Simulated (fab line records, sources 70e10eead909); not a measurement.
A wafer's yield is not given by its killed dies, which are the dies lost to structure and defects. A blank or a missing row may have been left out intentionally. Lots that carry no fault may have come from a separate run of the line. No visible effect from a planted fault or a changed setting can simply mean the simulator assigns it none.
Which tool did it? ; flow nand harc ; Sampling: 10 lots, 30 wafers, 5 of 1302 route steps

WHAT EACH GAUGE READ, for each wafer
NHARC_A_CHANNEL_HOLE_D1_INSPECT_12. Usual: raw defect count 5.2, standard deviation 2.6.
lot;measured;on;raw defect count;flag
L746;day 8 13:30;defect inspect-01;7 5 6;
L747;day 8 19:49;defect inspect-02;3 8 3;
L752;day 10 23:47;defect inspect-02;4 5 3;
L756;day 12 19:18;defect inspect-02;3 0 5;
L757;day 13 08:33;defect inspect-02;6 7 6;
L759;day 13 22:27;defect inspect-01;2 9 6;
L761;day 14 11:44;defect inspect-01;5 6 2;
L762;day 15 10:30;defect inspect-01;4 6 5;
L763;day 15 10:40;defect inspect-02;6 6 7;
L769;day 18 09:44;defect inspect-01;4 7 8;

NHARC_END_WLT_00. Usual: VT_DECK1_BOTTOM 0.873, standard deviation 0.0081; VT_DECK1_BOTTOM_INNER 0.873, standard deviation 0.008; VT_DECK1_MEDIAN_NEAR_BOTTOM 0.874, standard deviation 0.0082; VT_DECK1_MEDIAN_NEAR_BOTTOM_INNER 0.874, standard deviation 0.0084; VT_DECK1_MIDDLE 0.885, standard deviation 0.0079; VT_DECK1_MIDDLE_INNER 0.885, standard deviation 0.0083; VT_DECK1_TOP 0.897, standard deviation 0.0088; VT_DECK1_TOP_INNER 0.897, standard deviation 0.0084; VT_DECK2_BOTTOM 0.869, standard deviation 0.0061; VT_DECK2_BOTTOM_INNER 0.870, standard deviation 0.0058; VT_DECK2_MEDIAN_NEAR_BOTTOM 0.871, standard deviation 0.0067; VT_DECK2_MEDIAN_NEAR_BOTTOM_INNER 0.870, standard deviation 0.0064; VT_DECK2_MIDDLE 0.883, standard deviation 0.006; VT_DECK2_MIDDLE_INNER 0.882, standard deviation 0.007; VT_DECK2_TOP 0.893, standard deviation 0.0065; VT_DECK2_TOP_INNER 0.893, standard deviation 0.0066.
lot;measured;on;VT_DECK1_BOTTOM;VT_DECK1_BOTTOM_INNER;VT_DECK1_MEDIAN_NEAR_BOTTOM;VT_DECK1_MEDIAN_NEAR_BOTTOM_INNER;VT_DECK1_MIDDLE;VT_DECK1_MIDDLE_INNER;VT_DECK1_TOP;VT_DECK1_TOP_INNER;VT_DECK2_BOTTOM;VT_DECK2_BOTTOM_INNER;VT_DECK2_MEDIAN_NEAR_BOTTOM;VT_DECK2_MEDIAN_NEAR_BOTTOM_INNER;VT_DECK2_MIDDLE;VT_DECK2_MIDDLE_INNER;VT_DECK2_TOP;VT_DECK2_TOP_INNER;flag
L746;day 24 09:55;prober-01;0.884 0.872 0.874;0.879 0.867 0.878;0.881 0.866 0.873;0.889 0.868 0.873;0.897 0.880 0.889;0.890 0.880 0.877;0.898 0.899 0.898;0.901 0.894 0.896;0.865 0.871 0.874;0.871 0.872 0.868;0.871 0.863 0.878;0.872 0.861 0.877;0.886 0.877 0.884;0.884 0.883 0.872;0.899 0.893 0.891;0.889 0.892 0.885;
L747;day 24 09:56;prober-02;0.867 0.883 0.878;0.874 0.872 0.873;0.886 0.876 0.872;0.874 0.879 0.869;0.885 0.886 0.886;0.895 0.889 0.889;0.897 0.903 0.914;0.897 0.905 0.897;0.876 0.880 0.880;0.872 0.874 0.878;0.869 0.888 0.881;0.874 0.873 0.881;0.896 0.882 0.893;0.893 0.899 0.892;0.901 0.907 0.900;0.902 0.899 0.905;
L752;day 26 21:16;prober-02;0.869 0.861 0.863;0.858 0.865 0.864;0.863 0.870 0.861;0.867 0.870 0.849;0.876 0.880 0.879;0.872 0.878 0.874;0.898 0.888 0.899;0.885 0.882 0.890;0.866 0.871 0.866;0.864 0.864 0.876;0.871 0.867 0.867;0.873 0.867 0.871;0.881 0.880 0.878;0.879 0.874 0.881;0.891 0.894 0.891;0.893 0.888 0.892;
L756;day 29 08:33;prober-01;0.870 0.867 0.873;0.866 0.865 0.873;0.866 0.864 0.871;0.872 0.872 0.883;0.887 0.888 0.879;0.888 0.893 0.880;0.901 0.897 0.894;0.889 0.897 0.897;0.871 0.862 0.877;0.863 0.867 0.875;0.869 0.871 0.871;0.869 0.866 0.876;0.876 0.882 0.877;0.882 0.879 0.883;0.892 0.895 0.896;0.892 0.889 0.896;
L757;day 29 00:47;prober-02;0.875 0.869 0.876;0.875 0.874 0.877;0.868 0.874 0.879;0.880 0.873 0.878;0.885 0.877 0.884;0.885 0.885 0.890;0.892 0.898 0.895;0.908 0.898 0.895;0.865 0.860 0.865;0.869 0.865 0.861;0.865 0.872 0.857;0.865 0.877 0.863;0.883 0.879 0.871;0.865 0.884 0.873;0.888 0.882 0.878;0.879 0.887 0.887;
L759;day 29 17:27;prober-01;0.876 0.872 0.878;0.872 0.888 0.866;0.869 0.872 0.875;0.867 0.881 0.876;0.879 0.889 0.886;0.888 0.886 0.880;0.905 0.901 0.900;0.906 0.899 0.901;0.859 0.861 0.870;0.859 0.859 0.865;0.853 0.856 0.860;0.865 0.865 0.859;0.893 0.877 0.872;0.887 0.877 0.869;0.883 0.892 0.881;0.879 0.886 0.882;
L761;day 30 08:14;prober-02;0.880 0.878 0.876;0.875 0.878 0.877;0.878 0.878 0.875;0.885 0.881 0.874;0.885 0.885 0.887;0.889 0.883 0.892;0.901 0.899 0.916;0.895 0.898 0.906;0.865 0.868 0.866;0.865 0.864 0.877;0.863 0.876 0.869;0.867 0.878 0.878;0.886 0.891 0.883;0.897 0.885 0.888;0.897 0.897 0.891;0.892 0.903 0.888;
L762;day 31 18:10;prober-01;0.851 0.843 0.847;0.851 0.845 0.842;0.847 0.847 0.844;0.842 0.845 0.838;0.861 0.854 0.853;0.856 0.855 0.851;0.863 0.861 0.866;0.851 0.859 0.862;0.871 0.874 0.866;0.870 0.865 0.866;0.865 0.865 0.871;0.873 0.865 0.868;0.877 0.882 0.887;0.887 0.891 0.888;0.895 0.901 0.900;0.898 0.891 0.897;OFF
L763;day 30 22:12;prober-02;0.855 0.846 0.851;0.845 0.857 0.850;0.857 0.849 0.855;0.856 0.846 0.858;0.855 0.867 0.859;0.867 0.864 0.849;0.865 0.876 0.880;0.868 0.879 0.868;0.879 0.886 0.877;0.875 0.874 0.876;0.876 0.881 0.869;0.882 0.879 0.874;0.894 0.891 0.885;0.898 0.888 0.891;0.905 0.908 0.899;0.904 0.909 0.898;OFF
L769;day 33 21:09;prober-01;0.872 0.871 0.878;0.866 0.873 0.891;0.876 0.875 0.888;0.872 0.881 0.893;0.891 0.884 0.890;0.887 0.897 0.888;0.898 0.902 0.912;0.904 0.901 0.898;0.872 0.874 0.873;0.871 0.876 0.871;0.888 0.878 0.874;0.877 0.870 0.880;0.890 0.884 0.883;0.883 0.892 0.883;0.891 0.893 0.892;0.901 0.897 0.899;

TOOL THAT RAN EACH LOT (tool first, then ch and the chambers of the sampled wafers, then the start)
lot;NHARC_A_CHANNEL_HOLE_D1_ETCH_38;NHARC_A_CHANNEL_FILL_D1_ALD_02;NHARC_A_CHANNEL_FILL_D1_ALD_16
L746;rie diel-12 ch 0,3, day 8 13:39;ald hk-04 ch 0,1,3, day 8 23:22;ald hk-03 ch 1,2, day 9 11:41
L747;rie diel-12 ch 1,2, day 8 19:58;ald hk-03 ch 0,2,3, day 9 03:06;ald hk-04 ch 1,2, day 9 15:08
L752;rie diel-12 ch 2,3, day 10 23:56;ald hk-01 ch 0,1,2, day 11 08:06;ald hk-01 ch 1,3, day 11 20:26
L756;rie diel-12 ch 0,1,2, day 12 19:27;ald hk-03 ch 0,2,3, day 13 02:31;ald hk-03 ch 0,3, day 13 15:10
L757;rie diel-05 ch 1,3, day 13 08:42;ald hk-03 ch 1,2, day 13 15:43;ald hk-03 ch 1,3, day 14 03:22
L759;rie diel-12 ch 2,3, day 13 22:35;ald hk-03 ch 1,2, day 14 05:33;ald hk-01 ch 1,2, day 14 17:43
L761;rie diel-12 ch 0,1,2, day 14 11:54;ald hk-01 ch 0,1,2, day 14 19:04;ald hk-03 ch 0,2,3, day 15 07:05
L762;rie diel-12 ch 0,1,3, day 15 10:39;ald hk-03 ch 1,2,3, day 15 17:53;ald hk-04 ch 0,1,2, day 16 05:58
L763;rie diel-12 ch 1,2,3, day 15 10:55;ald hk-03 ch 0,1,2, day 15 18:33;ald hk-03 ch 0,1,3, day 16 05:57
L769;rie diel-12 ch 0,1,2, day 18 09:53;ald hk-04 ch 0,1,3, day 18 16:53;ald hk-03 ch 0,1,2, day 19 05:59
- NHARC_A_CHANNEL_HOLE_D1_ETCH_38: etches the open film in CF4, target depth 39 nm, time 65 s.
- NHARC_A_CHANNEL_FILL_D1_ALD_02: deposits SiO2, target thk 6 nm, pulse time 10 s, ald cycles 60.
- NHARC_A_CHANNEL_FILL_D1_ALD_16: deposits SiO2, target thk 1.5 nm, pulse time 10 s, ald cycles 15.

WHAT THE TOOLS THEMSELVES READ (means of the sampled wafers that have a number; where no wafer has one, the mark that the record gives instead)
NHARC_A_CHANNEL_HOLE_D1_ETCH_38. Usual: drypump motor current A 5.7 A, standard deviation 0.49; oes product au 0.997 a.u., standard deviation 0.0079; rf vpp V 151.2 V, standard deviation 1.1; showerhead plenum p Torr 1.76 Torr, standard deviation 0.053; throttle valve pct 13.284 %, standard deviation 0.0086.
lot;tool;drypump motor current A (A);oes product au (a.u.);rf vpp V (V);showerhead plenum p Torr (Torr);throttle valve pct (%);flag
L746;rie diel-12;6.3;0.998;152.5;1.79;13.285;
L747;rie diel-12;5.3;1.001;150.2;1.74;13.279;
L752;rie diel-12;5.9;0.991;151.2;1.72;13.286;
L756;rie diel-12;5.8;0.995;151.0;1.77;13.287;
L757;rie diel-05;5.5;1.010;150.3;1.71;13.297;
L759;rie diel-12;5.8;0.991;151.4;1.73;13.271;
L761;rie diel-12;5.8;0.996;152.3;1.77;13.285;
L762;rie diel-12;5.9;0.997;151.1;1.77;13.281;
L763;rie diel-12;5.6;1.000;151.2;1.73;13.277;
L769;rie diel-12;5.8;1.001;151.2;1.77;13.286;

NHARC_A_CHANNEL_FILL_D1_ALD_02. Usual: heater power w 501 W, standard deviation 48; precursor pulse height rel 0.997, standard deviation 0.019.
lot;tool;heater power w (W);precursor pulse height rel;flag
L746;ald hk-04;502;1.004;
L747;ald hk-03;531;0.991;
L752;ald hk-01;507;0.978;
L756;ald hk-03;507;1.000;
L757;ald hk-03;490;0.979;
L759;ald hk-03;488;1.013;
L761;ald hk-01;508;1.002;
L762;ald hk-03;521;0.989;
L763;ald hk-03;489;0.995;
L769;ald hk-04;498;0.994;

NHARC_A_CHANNEL_FILL_D1_ALD_16. Usual: heater power w 499 W, standard deviation 46; precursor pulse height rel 1.001, standard deviation 0.02.
lot;tool;heater power w (W);precursor pulse height rel;flag
L746;ald hk-03;498;0.996;
L747;ald hk-04;484;1.014;
L752;ald hk-01;438;0.999;
L756;ald hk-03;536;1.003;
L757;ald hk-03;516;1.008;
L759;ald hk-01;502;1.006;
L761;ald hk-03;518;1.009;
L762;ald hk-04;479;1.021;
L763;ald hk-03;519;0.993;
L769;ald hk-03;480;0.999;

THE ANSWER, worked out from the rows above alone
Rule: take the mean of a lot's wafers that have a number; if it is more than 3 standard deviations from the usual mean, the lot is off. A lot without any number at a reading at which 4 lots or more have one is off too. The other lots that the step has rows for count as sound. First the gauges in route order, then the tools' own readings, where a lot's mean is used as printed above. At the first step where some lot is off, the reading lying furthest off is the one used; lots without a number count as furthest.
Off: L762, L763, seen at NHARC_END_WLT_00 (VT_DECK1_TOP_INNER).
If a tool, at a process step before that reading, ran all the lots that are off and no sound lot after the first of them, it fits. Those tools and the gauges at NHARC_END_WLT_00 are tried in the same way. One fits: ald hk-03 at NHARC_A_CHANNEL_FILL_D1_ALD_02. A fault onset in the window from L759 (day 14 05:33, its last sound lot) to L762 (day 15 17:53, its first lot off) fits.

WHAT THE SIMULATOR HAD INSERTED
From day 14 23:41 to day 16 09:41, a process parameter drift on ald hk-03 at NHARC_A_CHANNEL_FILL_D1_ALD_02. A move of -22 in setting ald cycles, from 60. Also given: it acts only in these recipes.
Lots struck among those shown: L762, L763. Same finding as the rule above.
